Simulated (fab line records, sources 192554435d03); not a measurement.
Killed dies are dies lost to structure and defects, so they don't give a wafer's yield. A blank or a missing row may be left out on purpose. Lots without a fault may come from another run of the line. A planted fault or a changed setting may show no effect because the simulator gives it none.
A struck lot beside a sound one | flow n5_finfet | 19 steps out of a route of 1938
Sound: wafers L379.1, L379.2, L379.5. Struck: wafers L390.2, L390.3, L390.4. The cause comes at the end.
At each step with rows: each side's tool, then ch and its chambers, then its first start. Under that, the readings that differ: sound wafers | struck wafers | difference of the means | sigmas: that difference in standard deviations of wafers without a fault.
alike: readings whose means differ by less than 2 such deviations, and words and numbers that are the same on both sides. not compared: withheld readings, readings that some wafer has no value for, bounds like >300 that may hide the same value, and numbers for which the record gives no deviation and whose values overlap.
The two part at a step that has a row with sigmas, a row that says differs or no value, or rows on one side only. Numbers that don't overlap but have no deviation are shown without sigmas and don't part them. A reading that every wafer of one side lacks parts them only if that side has two wafers or more.

N5_BEOL_M14_CMP_49: polishes, stops on SiO2, t overpolish 5.2 s, target thk 560 nm.
  sound on cmp-04 ch 0,1,3, day 13 19:19; struck on cmp-04 ch 0,2,3, day 17 18:32
  alike: barrier_field_endpoint_s, clearing_platen_rpm, motor_current_A, overpolish_run_s, slurry_flow_ml_min, time_to_endpoint_s
N5_BEOL_M14_THK_MEAS_50: measures by xrf.
  sound on film_metro-02, day 13 19:34; struck on film_metro-02, day 17 18:49
  alike: M14_THK
then, 1 step without rows for these wafers: N5_BEOL_M14_PRE_CLEAN_52 (time 15 s).
N5_BEOL_M14_DEP_53: deposits SiCN from 3MS/NH3, target thk 50 nm, time 17.8 s.
  sound on pecvd-01 ch 1,2, day 13 19:40; struck on pecvd-03 ch 0,2, day 17 18:54
  alike: showerhead_plenum_p_Torr, throttle_valve_pct
N5_BEOL_M14_RS_MEAS_54: measures by four-point-probe.
  sound on film_metro-02, day 13 19:43; struck on film_metro-01, day 17 18:59
  alike: M14_RS
N5_BEOL_M14_INSPECT_55: inspects for defects (darkfield).
  sound on defect_inspect-01, day 13 19:45; struck on defect_inspect-02, day 17 19:01
  alike: raw_defect_count
N5_BEOL_M15_ILD_DEP_00: deposits SiO2 from TEOS/O2, target thk 1629.3 nm, time 346.1 s.
  sound on pecvd-02 ch 0,1, day 13 19:47; struck on pecvd-02 ch 0,2, day 17 19:03
  alike: heater_power_w, showerhead_plenum_p_Torr, susceptor_temp_C, throttle_valve_pct
N5_BEOL_M15_THK_MEAS_01:
  sound on film_metro-02, day 13 20:02; struck on film_metro-01, day 17 19:18
  alike: M15_ILD_THK
then, 4 steps without rows for these wafers: N5_BEOL_M15_COAT_58 (time 60 s, resist thk 89 nm); N5_BEOL_M15_COAT_04 (resist thk 800 nm); N5_BEOL_M15_EBR_06; N5_BEOL_M15_SOFTBAKE_05 (time 60 s).
N5_BEOL_M15_EXPOSE_07: exposes mask V14.
  sound on krf_scanner-02 ch 0, day 13 20:10; struck on krf_scanner-02 ch 0, day 17 19:26
  reading              | sound             | struck            | difference | sigmas
  exposure_dose_mJ_cm2 | 41.25 41.22 41.27 | 43.88 43.91 43.89 | +2.65      | +65
  alike: mask
then, 3 steps without rows for these wafers: N5_BEOL_M15_PEB_08 (peb time 90 s); N5_BEOL_M15_DEVELOP_09 (develop time 45 s); N5_BEOL_M15_HARDBAKE_14 (time 120 s).
N5_BEOL_M15_CD_MEAS_10: target cd 360 nm.
  sound on cd_sem-02 ch 0, day 13 20:20; struck on cd_sem-02 ch 0, day 17 19:36
  reading    | sound             | struck            | difference | sigmas
  cd_nm (nm) | 360.1 359.2 359.3 | 370.7 371.1 371.3 | +11.5      | +10
N5_BEOL_M15_OVL_MEAS_11:
  sound on overlay-01 ch 0, day 13 20:22; struck on overlay-01 ch 0, day 17 19:38
  alike: V14_OVL
N5_PASSIVATION_PROBE_49:
  the record has rows for the struck wafers here (prober-02, day 18 14:11) and none for the sound ones

WHERE THEY PART
First at N5_BEOL_M15_EXPOSE_07; last, within this record, at N5_PASSIVATION_PROBE_49.

WHY: what the simulator had put in
Process parameter drift: krf_scanner-02, from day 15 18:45 on, at N5_BEOL_M15_EXPOSE_07. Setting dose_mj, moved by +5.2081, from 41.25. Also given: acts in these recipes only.
